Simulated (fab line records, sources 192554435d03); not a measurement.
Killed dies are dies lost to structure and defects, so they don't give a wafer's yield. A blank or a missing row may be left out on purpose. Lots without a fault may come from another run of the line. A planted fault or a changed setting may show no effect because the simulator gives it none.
fab line records | flow n5_finfet
record lots=9 wafers=27 last_day=18
route steps=1938 shown BEOL_M0_SAQP@634 BEOL_M4@1111 MIM_TOP_ETCH@1852 TV_LITHO@1886 TV_OPEN@1887 PASSIVATION@1936
lots that met no fault: from a run of the same line without faults
start_h: hours from the record's first day to the start of the lot's first wafer shown | wait_h: hours since the lot's step before | " the same as in the row above | L1.1+2: a row that stands for several wafers | - no value, or no start given | * or withheld: withheld | < > ~ a bound
route shown NAME@n: a module of which the file shows steps, and the number in the route of the first | usual: mean/standard deviation of fault-free wafers | same: alike in all rows | chamber/n: place in a boat | sites: the reading at each site | _std_site: their standard deviation | _edge_site: outer sites' mean less inner sites' | radius_mm: how far each site lies from the wafer's centre | mask NAME#n: copy n | behind: the tool/chamber that last shaped the wafer | hold: why the lot was held/for how many hours/how that ended | device: the transistor (n, p or np) that didn't switch | end of line: the same wafers' tests at the end of the route | a step without rows: its recipe alone | killed: dies lost to structure and defects at the first sort, not the wafer's yield | map: a wafer's dies, x killed, . not, _ none there
set.NAME: the setting as run; set.NAME@STEP: as run at that earlier step | model.NAME: the simulator's own value behind a step, which no gauge read
steps of the route over a sample of lots; a table a step, a row a wafer
services: from which hour (start_h, from the record's first day; less than 0 if before it) a tool's chamber was out of use, for how many hours, and why
## steps
# step N5_BEOL_M0_SAQP_HM_DEP_02
# recipe material=TiN target_thk_a=120 temp_c=25 chamber_pressure_pa=0.49996
# usual throttle_valve_pct=30.1/1.2
# columns lot.wafer tool chamber start_h wait_h throttle_valve_pct
L124.1 pvd_sputter-02 - 110.49 0.5 29.0
L124.2 " - " " 29.1
L124.3 " - " " 31.3
L125.1 pvd_sputter-01 - 117.45 2.3 30.7
L125.4 " - " " 27.6
L125.5 " - " " 30.7
L126.1 pvd_sputter-02 - 122.28 1.3 29.2
L126.5 " - " " 31.5
L126.6 " - " " 29.1
L127.2 pvd_sputter-01 - 125.97 1.3 30.7
L127.3 " - " " 30.2
L127.6 " - " " 29.1
L128.2 pvd_sputter-02 - 130.08 0.4 31.6
L128.5 " - " " 31.4
L128.6 " - " " 29.0
L136.1 pvd_sputter-01 - 180.36 0.9 29.3
L136.4 " - " " 27.8
L136.5 " - " " 30.9
L135.1 pvd_sputter-01 - 183.44 1.0 30.1
L135.2 " - " " 29.2
L135.6 " - " " 29.7
L140.1 pvd_sputter-02 - 201.02 0.6 29.0
L140.4 " - " " 29.0
L140.5 " - " " 31.4
L145.2 pvd_sputter-03 - 229.65 0.6 30.3
L145.5 " - " " 30.2
L145.6 " - " " 30.3
# step N5_BEOL_M4_RC_MEAS_101
# usual DIBL_N=35.9/1.3 DIBL_P=35.9/1.5 IOFF_N=0.152/0.023 IOFF_P=0.204/0.027 ION_N=673/9.2 ION_P=462/6.7 SS_N=71.4/0.48 SS_P=73.2/0.55 VT_N=250.3/2.6 VT_P=-250.6/3
# columns lot.wafer tool chamber start_h wait_h DIBL_N[mV/V] DIBL_P[mV/V] IOFF_N[nA/um] IOFF_P[nA/um] ION_N[uA/um] ION_P[uA/um] SS_N[mV/dec] SS_P[mV/dec] VT_N[mV] VT_P[mV]
L124.1 prober-02 0 180.88 0.0 35.2 35.1 0.120 0.163 662 455 70.9 72.3 255.4 -253.8
L124.2 " 0 " " 37.0 38.1 0.155 0.207 671 468 71.2 72.6 251.9 -251.8
L124.3 " 0 " " 37.2 37.3 0.149 0.193 659 450 71.6 73.2 250.1 -251.3
L125.1 prober-01 0 186.74 0.0 35.9 36.2 0.177 0.208 682 458 71.3 73.9 246.9 -250.4
L125.4 " 0 " " 35.3 35.8 0.163 0.198 679 459 71.8 73.7 248.9 -251.5
L125.5 " 0 " " 34.9 36.1 0.159 0.204 676 464 70.8 73.1 248.7 -252.7
L126.1 prober-02 0 188.38 0.0 33.8 34.7 0.143 0.199 667 461 71.0 72.4 250.9 -250.0
L126.5 " 0 " " 33.5 34.5 0.133 0.186 672 464 71.5 72.5 250.1 -250.8
L126.6 " 0 " " 33.9 35.1 0.139 0.199 663 464 70.9 72.8 250.9 -250.2
L127.2 prober-02 0 210.39 0.2 36.5 37.3 0.167 0.198 677 461 70.8 74.3 249.8 -253.7
L127.3 " 0 " " 35.0 36.3 0.150 0.182 679 452 71.0 73.0 252.0 -254.3
L127.6 " 0 " " 36.1 37.1 0.163 0.197 680 462 71.5 73.2 248.3 -251.2
L128.2 prober-01 0 213.20 0.2 36.6 36.6 0.135 0.175 670 456 71.2 72.8 253.0 -253.4
L128.5 " 0 " " 35.3 34.7 0.122 0.159 676 453 70.6 72.6 253.1 -254.0
L128.6 " 0 " " 37.3 38.1 0.162 0.214 685 469 71.8 73.6 251.9 -250.3
L136.4 prober-01 0 249.63 0.5 35.1 33.7 0.163 0.210 681 463 71.7 73.3 248.1 -249.2
L136.5 " 0 " " 34.8 34.6 0.161 0.225 679 470 71.2 74.5 249.0 -248.3
L135.1 prober-01 0 266.27 0.0 35.2 36.2 0.158 0.216 679 469 71.9 72.9 250.1 -248.2
L135.6 " 0 " " 35.8 36.4 0.160 0.222 671 462 71.1 73.5 251.2 -248.6
L140.1 prober-02 0 276.64 0.0 33.7 32.6 0.112 0.168 658 463 71.3 72.2 254.1 -251.2
L140.4 " 0 " " 37.4 37.8 0.179 0.235 677 469 71.4 74.2 249.8 -248.6
L140.5 " 0 " " 35.2 34.0 0.140 0.181 664 458 71.7 72.9 250.1 -250.5
L145.2 prober-02 0 313.59 0.2 35.1 35.8 0.128 0.167 669 455 71.1 73.3 255.3 -254.2
L145.5 " 0 " " 35.0 36.8 0.132 0.175 668 454 71.7 73.4 253.2 -253.3
L145.6 " 0 " " 35.1 36.6 0.138 0.171 672 456 71.8 73.2 252.9 -257.5
# step N5_MIM_TOP_ETCH_STRIP_01
# recipe chemistry=O2 power_w=600 temp_c=60 pressure_mtorr=30 rf_frequency_hz=6e+07 bias_power_w=0 overash_fraction=0.5 o2_flow_sccm=225
# usual drypump_motor_current_A=5.50/0.28 oes_product_au=0.79/0.092 rf_vpp_V=3.6/1.3 showerhead_plenum_p_Torr=2.07/0.081 throttle_valve_pct=16.64/0.28
# columns lot.wafer tool chamber start_h wait_h drypump_motor_current_A oes_product_au rf_hours_counter_h rf_vpp_V showerhead_plenum_p_Torr throttle_valve_pct
L124.1 rie_diel-03 2 275.75 0.1 5.31 0.73 195 6.9 2.08 17.13
L124.2 " 1 " " 5.20 0.75 165 2.9 1.92 16.43
L124.3 " 0 " " 5.61 0.71 231 1.9 2.07 16.61
L125.1 rie_diel-01 2 279.05 0.2 5.68 0.69 244 2.9 2.06 16.96
L125.4 " 2 " " 5.67 0.69 - 5.9 2.07 16.88
L125.5 " 3 " " 5.70 0.73 - 3.8 2.00 16.40
L126.1 rie_diel-06 3 293.50 0.1 5.08 0.70 244 2.4 1.98 16.79
L126.5 " 1 " " 5.93 0.86 - 4.5 2.13 16.42
L126.6 " 0 " " 5.49 0.84 - 4.8 2.13 16.40
L127.2 rie_diel-03 3 315.35 0.1 5.69 0.94 8 4.6 2.06 16.60
L127.3 " 0 " " 5.54 0.69 243 5.1 2.06 16.63
L127.6 " 2 " " 5.24 0.70 - 3.1 2.08 17.20
L128.2 rie_diel-01 0 315.77 0.1 5.08 0.78 105 2.1 2.11 16.87
L128.5 " 1 " " 5.60 0.66 - 3.1 2.15 16.82
L128.6 " 3 " " 5.68 0.72 - 3.2 2.00 16.43
L136.4 rie_diel-03 2 352.38 0.1 5.31 0.69 - 4.9 2.08 17.24
L136.5 " 3 " " 5.69 0.92 - 4.4 2.06 16.65
L135.1 rie_diel-01 0 364.15 0.1 5.08 0.77 122 2.7 2.11 16.94
L135.6 " 2 " " 5.68 0.93 - 3.7 2.06 16.47
L140.1 rie_diel-01 1 384.91 0.1 5.56 0.96 11 4.3 2.14 16.40
L140.4 " 0 " " 5.08 0.76 126 2.1 2.11 16.92
L140.5 " 0 " " 5.07 0.78 - 4.0 2.11 16.93
L145.2 rie_diel-06 2 410.51 0.1 5.94 0.73 164 2.8 2.18 16.47
L145.5 " 0 " " 5.47 0.80 - 1.8 2.11 16.48
L145.6 " 3 " " 5.05 0.90 - 3.6 2.23 16.34
# step N5_PASSIVATION_DESCUM_12
# recipe chemistry=O2 time_s=7.9 source_power_w=50 bias_power_w=20 pressure_mtorr=20 rf_frequency_hz=2.712e+07 temp_c=40 o2_flow_sccm=225
# usual drypump_motor_current_A=5.49/0.25 oes_product_au=0.80/0.098 rf_vpp_V=242.7/1.5 showerhead_plenum_p_Torr=2.06/0.076 throttle_valve_pct=20.4/0.3
# columns lot.wafer tool chamber start_h wait_h drypump_motor_current_A oes_product_au rf_hours_counter_h rf_vpp_V showerhead_plenum_p_Torr throttle_valve_pct
L124.1 rie_diel-03 2 280.78 0.0 5.35 0.72 197 242.4 2.08 21.0
L124.2 " 1 " " 5.22 0.75 167 239.9 1.91 20.2
L124.3 " 0 " " 5.58 0.70 233 241.9 2.06 20.3
L125.1 rie_diel-03 0 281.67 0.0 5.60 0.70 233 242.5 2.06 20.3
L125.4 " 1 " " 5.23 0.75 - 241.0 1.91 20.2
L125.5 " 0 " " 5.56 0.70 - 241.9 2.06 20.3
L126.1 rie_diel-01 3 295.80 0.0 5.66 0.74 163 241.8 2.00 20.1
L126.5 " 2 " " 5.68 0.70 - 243.6 2.06 20.6
L126.6 " 3 " " 5.68 0.74 - 241.3 2.00 20.1
L127.2 rie_diel-01 1 317.51 0.2 5.60 0.67 255 243.8 2.14 20.5
L127.3 " 0 " " 5.07 0.78 106 244.3 2.11 20.7
L127.6 " 1 " " 5.58 0.69 - 243.4 2.14 20.6
L128.2 rie_diel-06 2 321.34 0.0 5.95 0.75 141 245.4 2.18 20.2
L128.5 " 0 " " 5.46 0.83 - 244.6 2.12 20.2
L128.6 " 2 " " 5.93 0.76 - 244.3 2.18 20.2
L136.4 rie_diel-01 3 354.62 0.0 5.66 0.72 185 241.7 1.99 20.1
L136.5 " 0 " " 5.07 0.77 - 244.2 2.11 20.7
L135.1 rie_diel-03 3 367.79 0.0 5.70 0.90 27 240.7 2.05 20.4
L135.6 " 3 " " 5.70 0.90 - 243.8 2.05 20.4
L140.1 rie_diel-03 0 388.76 0.1 5.53 0.95 4 242.7 2.06 20.0
L140.4 " 1 " " 5.24 0.71 203 240.9 1.90 20.2
L140.5 " 0 " " 5.57 0.98 - 242.5 2.05 20.0
L145.2 rie_diel-03 1 417.38 0.2 5.22 0.71 212 241.3 1.90 20.3
L145.5 " 2 " " 5.31 0.69 - 243.4 2.06 21.0
L145.6 " 3 " " 5.70 0.88 - 240.9 2.05 20.5
# step N5_PASSIVATION_PASS_ETCH_74
# recipe chemistry=CF4/O2 target=SiNx target_depth_a=2200 time_s=110 ion_energy_ev=100 pressure_mtorr=40 source_w=535 bias_w=49 Ar_flow_sccm=100 cf4_flow_sccm=100 O2_flow_sccm=10
# usual O2_flow_sccm=10.000/0.029 drypump_motor_current_A=5.49/0.25 oes_o_777_au=0.80/0.093 oes_product_au=0.80/0.098 rf_vpp_V=240.6/2.8 showerhead_plenum_p_Torr=2.17/0.072 throttle_valve_pct=15.96/0.3
# columns lot.wafer tool chamber start_h wait_h O2_flow_sccm drypump_motor_current_A oes_o_777_au oes_product_au rf_hours_counter_h rf_vpp_V showerhead_plenum_p_Torr throttle_valve_pct
L124.1 rie_diel-03 2 280.85 0.0 9.988 5.30 0.72 0.71 197 243.4 2.19 16.53
L124.2 " 1 " " 9.983 5.26 0.75 0.75 167 238.7 2.03 15.84
L124.3 " 0 " " 9.975 5.61 0.72 0.71 233 234.3 2.18 15.97
L125.1 rie_diel-03 0 281.74 0.0 10.002 5.56 0.71 0.71 233 235.0 2.17 15.96
L125.4 " 1 " " 10.008 5.24 0.74 0.75 - 237.6 2.03 15.82
L125.5 " 0 " " 9.993 5.57 0.72 0.71 - 233.3 2.18 15.97
L126.1 rie_diel-01 3 295.87 0.0 10.016 5.67 0.73 0.74 163 239.0 2.12 15.77
L126.5 " 2 " " 10.007 5.68 0.69 0.69 - 242.7 2.17 16.23
L126.6 " 3 " " 9.985 5.67 0.74 0.74 - 239.4 2.12 15.79
L127.2 rie_diel-01 1 317.58 0.0 9.993 5.61 0.70 0.69 255 241.8 2.25 16.16
L127.3 " 0 " " 9.986 5.06 0.79 0.80 106 243.2 2.22 16.18
L127.6 " 1 " " 9.943 5.61 0.70 0.69 - 241.0 2.25 16.18
L128.2 rie_diel-06 2 321.41 0.0 9.933 5.97 0.77 0.76 141 243.4 2.29 15.75
L128.5 " 0 " " 9.989 5.47 0.83 0.83 - 243.2 2.22 15.71
L128.6 " 2 " " 9.970 5.99 0.76 0.76 - 244.0 2.29 15.77
L136.4 rie_diel-01 3 354.69 0.0 9.990 5.68 0.72 0.72 185 239.0 2.12 15.83
L136.5 " 0 " " 9.976 5.08 0.78 0.77 - 244.0 2.22 16.23
L135.1 rie_diel-03 3 367.86 0.0 10.021 5.67 0.90 0.89 27 239.9 2.16 15.90
L135.6 " 3 " " 9.973 5.67 0.89 0.91 - 241.2 2.16 15.89
L140.1 rie_diel-03 0 388.83 0.0 9.993 5.57 0.97 0.97 4 234.7 2.17 15.56
L140.4 " 1 " " 9.993 5.21 0.72 0.72 203 238.7 2.02 15.89
L140.5 " 0 " " 10.001 5.56 0.97 0.98 - 236.1 2.17 15.53
L145.2 rie_diel-03 1 418.36 0.9 10.011 5.23 0.71 0.71 212 239.9 2.02 15.91
L145.5 " 2 " " 10.023 5.31 0.70 0.69 - 243.6 2.18 16.61
L145.6 " 3 " " 9.964 5.70 0.87 0.87 - 241.8 2.16 15.92
# step N5_PASSIVATION_PROBE_49
# usual defect_limited_yield=91.0/1.5 killed_at_M0_to_M3=37/12 killed_at_M4_up=13/5 killed_at_contacts=13/6.1 killed_at_front_end=39/11 killed_at_other=4/3.2 killed_dies=106/17 killed_on_rim=13/4.2 killed_open=69/12 killed_short=35/7.9 sort_bin_5_function=5.3/1 sort_bin_6_memory=3.3/0.68 sort_n_pass=1074/17 sort_yield_pct=91.0/1.5
# same gross_dies=1180 killed_at_back_side=0 sort_bin_4_leakage[%]=0 sort_bin_8_speed[%]=0
# columns lot.wafer tool chamber start_h wait_h defect_limited_yield[%] killed_at_M0_to_M3 killed_at_M4_up killed_at_contacts killed_at_front_end killed_at_other killed_dies killed_on_rim killed_open killed_short sort_bin_5_function[%] sort_bin_6_memory[%] sort_n_pass sort_yield_pct[%]
L136.1 prober-02 - 361.69 0.1 0 1105 8 13 48 6 1180 152 80 38 95.2 4.7 0 0
L136.4 prober-02 - 361.84 0.3 91.2 26 18 11 48 1 104 14 82 22 5.8 2.9 1076 91.2
L136.5 prober-02 - 361.89 0.3 88.9 45 19 22 39 6 131 21 84 45 6.8 3.9 1049 88.9
L135.1 prober-01 - 374.41 0.0 90.2 52 8 10 41 5 116 15 80 35 5.8 3.8 1064 90.2
L135.2 prober-01 - 374.46 0.1 0 1113 11 18 29 9 1180 152 78 34 96.4 3.5 0 0
L135.6 prober-01 - 374.66 0.3 89.7 41 21 11 37 12 122 20 77 44 5.9 3.9 1058 89.7
# killed by level:class
L136.1 BEOL_M0_SAQP:area_dep=1062 BEOL_M3:geometric_particle:open=13 STI_FIN_REVEAL:geometric_particle:open=12 MOL_CONTACT_COAG:geometric_particle:open=11 FIN_SAQP:geometric_particle:short=10 FIN_SAQP:geometric_particle:open=10 BEOL_M2:geometric_particle:open=7 BEOL_M1:geometric_particle:open=6
L136.4 FIN_SAQP:geometric_particle:open=16 STI_FIN_REVEAL:geometric_particle:open=13 MOL_CONTACT_COAG:geometric_particle:open=11 BEOL_M4:geometric_particle:open=7 BEOL_M1:geometric_particle:open=6 BEOL_M3:geometric_particle:open=5 ILD0:geometric_particle:short=3 GATE_CUT:geometric_particle:open=3
L136.5 MOL_CONTACT_COAG:geometric_particle:open=13 BEOL_M3:geometric_particle:open=11 BEOL_M4:geometric_particle:open=10 MOL_CONTACT_COAG:geometric_particle:short=9 BEOL_M1:geometric_particle:open=9 FIN_SAQP:geometric_particle:open=7 GATE_CUT:geometric_particle:short=5 GATE_CUT:geometric_particle:open=5
L135.1 BEOL_M1:geometric_particle:open=19 FIN_SAQP:geometric_particle:open=18 FIN_SAQP:geometric_particle:short=11 MOL_CONTACT_COAG:geometric_particle:open=10 BEOL_M0_SAQP:geometric_particle:short=10 BEOL_M0_SAQP:geometric_particle:open=9 BEOL_M3:geometric_particle:open=7 PAD_METAL:geometric_particle:open=3
L135.2 BEOL_M0_SAQP:area_dep=1067 MOL_CONTACT_COAG:geometric_particle:open=15 BEOL_M3:geometric_particle:open=13 BEOL_M0_SAQP:geometric_particle:short=11 BEOL_M0_SAQP:geometric_particle:open=9 BEOL_M4:geometric_particle:open=8 STI_FIN_REVEAL:geometric_particle:open=4 GATE_CUT:geometric_particle:short=4
L135.6 BEOL_M0_SAQP:geometric_particle:short=11 BEOL_M0_SAQP:geometric_particle:open=11 MOL_CONTACT_COAG:geometric_particle:open=9 BEOL_M4:geometric_particle:open=9 STI_FIN_REVEAL:geometric_particle:open=7 FIN_SAQP:geometric_particle:open=6 PASS1_CAP:geometric_particle:short=6 BEOL_M1:geometric_particle:open=5
## services
# columns tool chamber start_h hours kind
rie_diel-03 3 91.98 1.4 repair
rie_diel-03 - 110.52 4.3 pm
rie_diel-03 0 122.22 3.0 repair
rie_diel-03 0 125.87 9.6 repair
rie_diel-01 0 135.30 1.6 repair
rie_diel-06 2 146.56 6.0 repair
rie_diel-03 2 152.31 9.3 repair
rie_diel-03 1 174.66 6.3 repair
pvd_sputter-03 - 186.76 4.3 repair
rie_diel-01 0 210.39 10.2 repair
rie_diel-03 2 241.27 5.7 repair
rie_diel-03 3 244.60 9.1 repair
rie_diel-06 2 269.26 3.9 repair
rie_diel-03 3 274.20 - clean
rie_diel-03 3 274.20 - consumable_replace:focus_ring
rie_diel-01 0 275.92 17.7 repair
rie_diel-03 - 339.99 0.7 repair
rie_diel-06 0 356.11 2.4 repair
rie_diel-01 0 358.70 5.0 repair
rie_diel-03 0 364.52 16.1 repair
rie_diel-01 0 367.00 3.0 repair
rie_diel-06 2 374.77 20.6 repair
rie_diel-06 3 411.55 5.7 repair
pvd_sputter-01 - 415.17 1.8 repair
## key
first_sign step=N5_PASSIVATION_PROBE_49 reading=sort_bin_5_function direction=up sigmas=90 usual=5.3 struck=95.8
effect step=N5_PASSIVATION_PROBE_49 reading=killed_at_M0_to_M3 direction=up sigmas=90 usual=37 struck=1109
more_kills_born_at N5_BEOL_M0_SAQP_HM_DEP_02@pvd_sputter-01=2129
met_at N5_BEOL_M0_SAQP_HM_DEP_02
struck_lots L135,L136
struck_wafers L135.2,L136.1
later_rows_left_out L135.2,L136.1
not_acting_at N5_MIM_TOP_ETCH_STRIP_01,N5_PASSIVATION_DESCUM_12,N5_PASSIVATION_PASS_ETCH_74
onset_between 125.97 180.36
fault kind=process_parameter_drift tool=pvd_sputter-01 chamber=- onset_h=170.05 steps=N5_BEOL_M0_SAQP_HM_DEP_02 channel=target_thk_a offset=* shape=step end_h=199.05 acts_in=* stated=* scope=struck_wafers_only
# later_rows_left_out: the simulator's readings of these wafers behind a module that went badly wrong aren't trusted and aren't shown, but for the sort
